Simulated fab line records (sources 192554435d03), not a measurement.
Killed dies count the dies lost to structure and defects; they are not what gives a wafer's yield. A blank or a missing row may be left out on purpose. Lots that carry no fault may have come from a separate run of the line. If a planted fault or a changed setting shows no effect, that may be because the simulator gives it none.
Which tool was responsible?	flow n5Finfet	Sampling: 24 lots, 72 wafers, 6 of 1938 route steps

WHAT THE GAUGES SHOWED, per wafer
The record lacks any reading of a measuring or inspecting step that a usual standard deviation could be used to judge.

WHAT TOOL EACH LOT RAN ON (gives the tool, then ch and the chambers of the sampled wafers, and finally the start)
lot	N5_BEOL_M3_ANNEAL_51	N5_BEOL_M3_PRE_CLEAN_60	N5_BEOL_M3_CO_CAP_55	N5_BEOL_M4_ALD_98	N5_BEOL_M4_ETCH_70	N5_BEOL_M4_STRIP_97
L074	rtpAnneal-02 ch 0, day 7 11:00	cvdCo-01 ch 1,2, day 7 11:33	cvdCo-01 ch 1,2, day 7 11:35	aldSin-03 ch 0,1,2, day 7 15:26	rieDiel-06 ch 0,2,3, day 7 19:02	rieDiel-06 ch 0,2,3, no start
L075	rtpAnneal-02 ch 0, day 7 18:56	cvdCo-01 ch 0,1,2, day 7 19:44	cvdCo-01 ch 0,1,2, day 7 19:47	aldSin-01 ch 1,2, day 7 22:19	rieDiel-06 ch 0,2,3, day 7 22:29	rieDiel-06 ch 0,2,3, no start
L076	rtpAnneal-01 ch 0, day 7 22:30	cvdCo-02 ch 0,1,2, day 7 23:08	cvdCo-02 ch 0,1,2, day 7 23:10	aldSin-03 ch 0,2, day 8 03:43	rieDiel-01 ch 0,3, day 8 03:58	rieDiel-01 ch 0,3, no start
L078	rtpAnneal-01 ch 0, day 7 23:07	cvdCo-01 ch 0,1,2, day 7 23:47	cvdCo-01 ch 0,1,2, day 7 23:49	aldSin-02 ch 0,2,3, day 8 04:25	rieDiel-06 ch 2,3, day 8 04:38	rieDiel-06 ch 2,3, no start
L077	rtpAnneal-01 ch 0, day 8 04:00	cvdCo-02 ch 0,1,2, day 8 04:38	cvdCo-02 ch 0,1,2, day 8 04:41	aldSin-01 ch 0,1,3, day 8 06:51	rieDiel-02 ch 1,3, day 8 12:53	rieDiel-02 ch 1,3, no start
L079	rtpAnneal-01 ch 0, day 8 11:22	cvdCo-01 ch 0,1, day 8 11:59	cvdCo-01 ch 0,1, day 8 12:02	aldSin-02 ch 0,1,3, day 8 15:24	rieDiel-01 ch 2,3, day 9 08:35	rieDiel-01 ch 2,3, no start
L080	rtpAnneal-01 ch 0, day 9 15:34	cvdCo-02 ch 1,2, day 9 16:12	cvdCo-02 ch 1,2, day 9 16:14	aldSin-03 ch 1,2,3, day 9 19:11	rieDiel-02 ch 0,1,2, day 9 22:57	rieDiel-02 ch 0,1,2, no start
L081	rtpAnneal-01 ch 0, day 9 22:49	cvdCo-01 ch 0,2, day 9 23:24	cvdCo-01 ch 0,2, day 9 23:26	aldSin-01 ch 0,2,3, day 10 01:50	rieDiel-02 ch 0,1,3, day 10 02:48	rieDiel-02 ch 0,1,3, no start
L084	rtpAnneal-02 ch 0, day 10 10:47	cvdCo-01 ch 0,2, day 10 11:31	cvdCo-01 ch 0,2, day 10 11:34	aldSin-01 ch 0,1, day 10 14:02	rieDiel-06 ch 2,3, day 10 20:40	rieDiel-06 ch 2,3, no start
L083	rtpAnneal-01 ch 0, day 10 16:10	cvdCo-02 ch 0,1, day 10 16:46	cvdCo-02 ch 0,1, day 10 16:48	aldSin-03 ch 0,1,2, day 10 22:17	rieDiel-01 ch 2,3, day 11 01:53	rieDiel-01 ch 2,3, no start
L087	rtpAnneal-02 ch 0, day 10 19:25	cvdCo-01 ch 0,2, day 10 19:58	cvdCo-01 ch 0,2, day 10 20:03	aldSin-03 ch 1,2,3, day 10 23:10	rieDiel-06 ch 0,3, day 11 01:56	rieDiel-06 ch 0,3, no start
L082	rtpAnneal-01 ch 0, day 10 19:42	cvdCo-01 ch 0,2, day 10 20:13	cvdCo-01 ch 0,2, day 10 20:17	aldSin-03 ch 1,2, day 10 23:28	rieDiel-02 ch 0,1,3, day 11 02:11	rieDiel-02 ch 0,1,3, no start
L086	rtpAnneal-02 ch 0, day 11 00:24	cvdCo-01 ch 0,1,2, day 11 00:58	cvdCo-01 ch 0,1,2, day 11 01:02	aldSin-01 ch 1,2,3, day 11 05:04	rieDiel-06 ch 0,1,3, day 11 06:48	rieDiel-06 ch 0,1,3, no start
L085	rtpAnneal-02 ch 0, day 11 09:25	cvdCo-01 ch 1,2, day 11 10:01	cvdCo-01 ch 1,2, day 11 10:03	aldSin-02 ch 0,2, day 11 12:32	rieDiel-01 ch 0,1,3, day 11 17:32	rieDiel-01 ch 0,1,3, no start
L088	rtpAnneal-02 ch 0, day 11 12:36	cvdCo-01 ch 0,2, day 11 13:15	cvdCo-01 ch 0,2, day 11 13:17	aldSin-02 ch 1,2, day 11 17:37	rieDiel-02 ch 0,1,3, day 11 21:13	rieDiel-02 ch 0,1,3, no start
L089	rtpAnneal-01 ch 0, day 12 02:01	cvdCo-02 ch 0,1, day 12 02:41	cvdCo-02 ch 0,1, day 12 02:43	aldSin-02 ch 1,2,3, day 12 04:59	rieDiel-01 ch 1,3, day 12 14:44	rieDiel-01 ch 1,3, no start
L090	rtpAnneal-01 ch 0, day 12 05:08	cvdCo-02 ch 0,1,2, day 12 05:46	cvdCo-02 ch 0,1,2, day 12 05:49	aldSin-03 ch 0,1,2, day 12 08:13	rieDiel-01 ch 1,3, day 12 14:22	rieDiel-01 ch 1,3, no start
L091	rtpAnneal-01 ch 0, day 12 05:41	cvdCo-01 ch 0,1,2, day 12 06:25	cvdCo-01 ch 0,1,2, day 12 06:27	aldSin-01 ch 0,1,2, day 12 10:54	rieDiel-06 ch 0,2,3, day 12 15:15	rieDiel-06 ch 0,2,3, no start
L092	rtpAnneal-01 ch 0, day 12 07:57	cvdCo-02 ch 0,1,2, day 12 08:28	cvdCo-02 ch 0,1,2, day 12 08:32	aldSin-01 ch 2,3, day 12 11:13	rieDiel-01 ch 0,2,3, day 12 17:56	rieDiel-01 ch 0,2,3, no start
L093	rtpAnneal-01 ch 0, day 12 08:49	cvdCo-02 ch 1,2, day 12 09:36	cvdCo-02 ch 1,2, day 12 09:38	aldSin-02 ch 0,1,3, day 12 12:15	rieDiel-01 ch 1,2,3, day 12 19:31	rieDiel-01 ch 1,2,3, no start
L094	rtpAnneal-01 ch 0, day 12 19:55	cvdCo-02 ch 1,2, day 12 20:31	cvdCo-02 ch 1,2, day 12 20:34	aldSin-01 ch 0,1,2, day 12 23:59	rieDiel-01 ch 0,3, day 13 05:30	rieDiel-01 ch 0,3, no start
L095	rtpAnneal-01 ch 0, day 12 22:01	cvdCo-01 ch 0,1,2, day 12 22:37	cvdCo-01 ch 0,1,2, day 12 22:40	aldSin-01 ch 1,2,3, day 13 01:00	rieDiel-01 ch 0,1,3, day 13 04:47	rieDiel-01 ch 0,1,3, no start
L096	rtpAnneal-01 ch 0, day 13 01:22	cvdCo-01 ch 0,1,2, day 13 01:59	cvdCo-01 ch 0,1,2, day 13 02:02	aldSin-01 ch 0,1,2, day 13 07:08	rieDiel-01 ch 1,2,3, day 13 08:08	rieDiel-01 ch 1,2,3, no start
L097	rtpAnneal-02 ch 0, day 13 18:40	cvdCo-01 ch 1,2, day 13 19:18	cvdCo-01 ch 1,2, day 13 19:20	aldSin-03 ch 0,3, day 13 22:53	rieDiel-01 ch 0,1,3, day 14 06:13	rieDiel-01 ch 0,1,3, no start
- N5_BEOL_M3_ANNEAL_51: time 90 s.
- N5_BEOL_M3_PRE_CLEAN_60: time 15 s.
- N5_BEOL_M3_CO_CAP_55: material Co, precursor CCTBA/H2, target thk 2 nm, time 102.1 s.
- N5_BEOL_M4_ALD_98: deposits SiO2, target thk 2.5 nm, pulse time 1 s, co reactant pulse time 1 s.
- N5_BEOL_M4_ETCH_70: etches SOC in N2/H2, target depth 80 nm, overetch 24 nm, time 130 s.
- N5_BEOL_M4_STRIP_97: strips in N2/H2, time 10 s.

WHAT THE TOOLS THEMSELVES READ (means of the sampled wafers that have a number; where no wafer has one, the mark that the record gives instead)
N5_BEOL_M3_ANNEAL_51.
lot	tool	annealTempCMax	wafer_temp_C_max
L074	rtpAnneal-02	225.83	225.99
L075	rtpAnneal-02	225.83	225.93
L076	rtpAnneal-01	225.79	225.78
L078	rtpAnneal-01	225.88	225.55
L077	rtpAnneal-01	225.89	225.53
L079	rtpAnneal-01	225.93	225.86
L080	rtpAnneal-01	225.83	225.63
L081	rtpAnneal-01	225.88	225.74
L084	rtpAnneal-02	225.37	225.94
L083	rtpAnneal-01	225.79	225.51
L087	rtpAnneal-02	225.85	225.93
L082	rtpAnneal-01	225.69	225.90
L086	rtpAnneal-02	225.87	225.96
L085	rtpAnneal-02	225.74	226.03
L088	rtpAnneal-02	225.78	225.76
L089	rtpAnneal-01	225.78	225.67
L090	rtpAnneal-01	225.77	225.67
L091	rtpAnneal-01	225.94	225.56
L092	rtpAnneal-01	226.02	225.53
L093	rtpAnneal-01	226.06	225.82
L094	rtpAnneal-01	225.82	225.59
L095	rtpAnneal-01	226.23	225.79
L096	rtpAnneal-01	225.84	225.82
L097	rtpAnneal-02	225.94	225.79

N5_BEOL_M3_PRE_CLEAN_60.
lot	tool	heaterPowerW (W)
L074	cvdCo-01	88
L075	cvdCo-01	102
L076	cvdCo-02	86
L078	cvdCo-01	101
L077	cvdCo-02	84
L079	cvdCo-01	114
L080	cvdCo-02	88
L081	cvdCo-01	108
L084	cvdCo-01	96
L083	cvdCo-02	77
L087	cvdCo-01	108
L082	cvdCo-01	109
L086	cvdCo-01	102
L085	cvdCo-01	89
L088	cvdCo-01	110
L089	cvdCo-02	76
L090	cvdCo-02	86
L091	cvdCo-01	101
L092	cvdCo-02	87
L093	cvdCo-02	88
L094	cvdCo-02	91
L095	cvdCo-01	102
L096	cvdCo-01	103
L097	cvdCo-01	90

N5_BEOL_M3_CO_CAP_55.
lot	tool	chamberPressureTorr (Torr)	heaterPowerW (W)
L074	cvdCo-01	29.95	242
L075	cvdCo-01	30.01	256
L076	cvdCo-02	29.99	237
L078	cvdCo-01	30.04	257
L077	cvdCo-02	29.98	235
L079	cvdCo-01	30.00	271
L080	cvdCo-02	30.05	240
L081	cvdCo-01	29.99	264
L084	cvdCo-01	29.94	249
L083	cvdCo-02	30.03	229
L087	cvdCo-01	29.97	266
L082	cvdCo-01	30.02	265
L086	cvdCo-01	30.00	257
L085	cvdCo-01	30.01	243
L088	cvdCo-01	30.05	265
L089	cvdCo-02	30.01	226
L090	cvdCo-02	30.01	233
L091	cvdCo-01	29.97	256
L092	cvdCo-02	30.03	236
L093	cvdCo-02	29.97	239
L094	cvdCo-02	29.95	243
L095	cvdCo-01	30.02	258
L096	cvdCo-01	30.07	258
L097	cvdCo-01	30.03	244

N5_BEOL_M4_ALD_98.
lot	tool	chamberPressureTorr (Torr)	heaterPowerW (W)	precursorPulseHeightRel
L074	aldSin-03	2.003	78	1.000
L075	aldSin-01	1.999	75	0.987
L076	aldSin-03	2.002	78	1.005
L078	aldSin-02	1.996	84	1.013
L077	aldSin-01	1.994	76	0.999
L079	aldSin-02	2.000	86	0.993
L080	aldSin-03	2.002	81	0.980
L081	aldSin-01	1.999	75	0.979
L084	aldSin-01	2.000	71	1.011
L083	aldSin-03	1.997	79	0.992
L087	aldSin-03	2.001	80	1.003
L082	aldSin-03	1.998	80	1.014
L086	aldSin-01	2.004	81	0.999
L085	aldSin-02	2.000	81	1.008
L088	aldSin-02	2.003	80	1.018
L089	aldSin-02	2.002	83	1.002
L090	aldSin-03	2.000	78	0.997
L091	aldSin-01	2.002	70	0.999
L092	aldSin-01	1.999	79	0.995
L093	aldSin-02	1.998	86	0.992
L094	aldSin-01	2.001	71	1.004
L095	aldSin-01	1.997	80	0.992
L096	aldSin-01	1.997	70	1.001
L097	aldSin-03	2.004	80	0.986

N5_BEOL_M4_ETCH_70.
lot	tool	drypumpMotorCurrentA (A)	oesProductAu (a.u.)	rfVppV (V)	showerheadPlenumPTorr (Torr)	throttleValvePct (%)
L074	rieDiel-06	5.9	0.60	524	2.57	17.77
L075	rieDiel-06	5.9	0.60	524	2.57	17.78
L076	rieDiel-01	5.4	0.63	524	2.54	17.78
L078	rieDiel-06	6.0	0.56	523	2.52	17.91
L077	rieDiel-02	5.5	0.57	526	2.63	17.97
L079	rieDiel-01	5.1	0.58	520	2.42	17.95
L080	rieDiel-02	5.6	0.55	526	2.61	18.06
L081	rieDiel-02	5.7	0.57	526	2.62	17.96
L084	rieDiel-06	6.2	0.59	522	2.49	17.77
L083	rieDiel-01	5.1	0.57	520	2.41	17.97
L087	rieDiel-06	6.1	0.62	523	2.54	17.64
L082	rieDiel-02	5.7	0.56	526	2.61	17.97
L086	rieDiel-06	6.1	0.63	527	2.61	17.75
L085	rieDiel-01	5.3	0.65	524	2.58	17.80
L088	rieDiel-02	5.7	0.56	526	2.61	17.97
L089	rieDiel-01	5.5	0.60	524	2.54	17.88
L090	rieDiel-01	5.4	0.58	523	2.48	17.99
L091	rieDiel-06	5.9	0.57	524	2.55	17.84
L092	rieDiel-01	5.2	0.62	524	2.54	17.80
L093	rieDiel-01	5.3	0.57	521	2.44	18.00
L094	rieDiel-01	5.4	0.65	526	2.63	17.70
L095	rieDiel-01	5.3	0.62	525	2.58	17.80
L096	rieDiel-01	5.3	0.57	520	2.44	18.00
L097	rieDiel-01	5.3	0.62	525	2.57	17.82

N5_BEOL_M4_STRIP_97.
lot	tool	biasPowerW (W)	drypumpMotorCurrentA (A)	oesProductAu (a.u.)	rfVppV (V)	showerheadPlenumPTorr (Torr)	throttleValvePct (%)
L074	rieDiel-06	7.003	5.9	0.82	60.1	2.56	23.63
L075	rieDiel-06	6.979	5.9	0.82	59.6	2.56	23.64
L076	rieDiel-01	7.002	5.4	0.86	59.5	2.54	23.63
L078	rieDiel-06	7.003	6.0	0.76	59.5	2.51	23.78
L077	rieDiel-02	6.967	5.5	0.78	58.7	2.63	23.80
L079	rieDiel-01	7.011	5.1	0.78	59.3	2.41	23.83
L080	rieDiel-02	6.985	5.6	0.76	58.9	2.61	23.88
L081	rieDiel-02	6.990	5.7	0.76	59.3	2.61	23.76
L084	rieDiel-06	7.002	6.2	0.81	58.8	2.48	23.61
L083	rieDiel-01	6.997	5.1	0.77	58.4	2.40	23.86
L087	rieDiel-06	6.985	6.1	0.84	59.0	2.54	23.47
L082	rieDiel-02	7.002	5.7	0.77	59.5	2.61	23.79
L086	rieDiel-06	6.993	6.1	0.86	60.0	2.61	23.61
L085	rieDiel-01	7.014	5.3	0.88	59.1	2.58	23.66
L088	rieDiel-02	6.991	5.7	0.76	59.2	2.61	23.80
L089	rieDiel-01	7.000	5.5	0.82	59.1	2.53	23.76
L090	rieDiel-01	6.989	5.4	0.79	59.9	2.48	23.86
L091	rieDiel-06	7.002	5.9	0.77	59.1	2.55	23.68
L092	rieDiel-01	7.011	5.2	0.84	59.2	2.53	23.67
L093	rieDiel-01	7.005	5.3	0.76	59.0	2.44	23.87
L094	rieDiel-01	7.004	5.4	0.88	59.7	2.62	23.56
L095	rieDiel-01	7.002	5.3	0.85	59.0	2.57	23.66
L096	rieDiel-01	7.006	5.3	0.77	59.1	2.44	23.88
L097	rieDiel-01	7.007	5.3	0.84	58.3	2.57	23.68

THE ANSWER, worked out from the rows above alone
Rule: the lots themselves supply what counts as usual. Put in order of their means at a reading, lots are off if they are a third of the lots or fewer, leave a main group of 4 or more, and stand apart from it by a gap of 3 or more times the standard deviation of the main group's means; of several such gaps the widest counts. A main group whose means are all the same, to the digits that the tables above print for the reading, isn't used. Also off: a lot with no number at a reading for which 4 or more lots have one. All remaining lots with rows at the step are treated as sound. First the gauges in route order, then the tools' own readings, where a lot's mean is used as printed above. The first step at which some lot is off is used, and at that step the reading that is off furthest; a lot without a number counts as furthest.
Nothing can be told from this: no lot is off at any reading shown.

WHAT WAS PUT IN BY THE SIMULATOR
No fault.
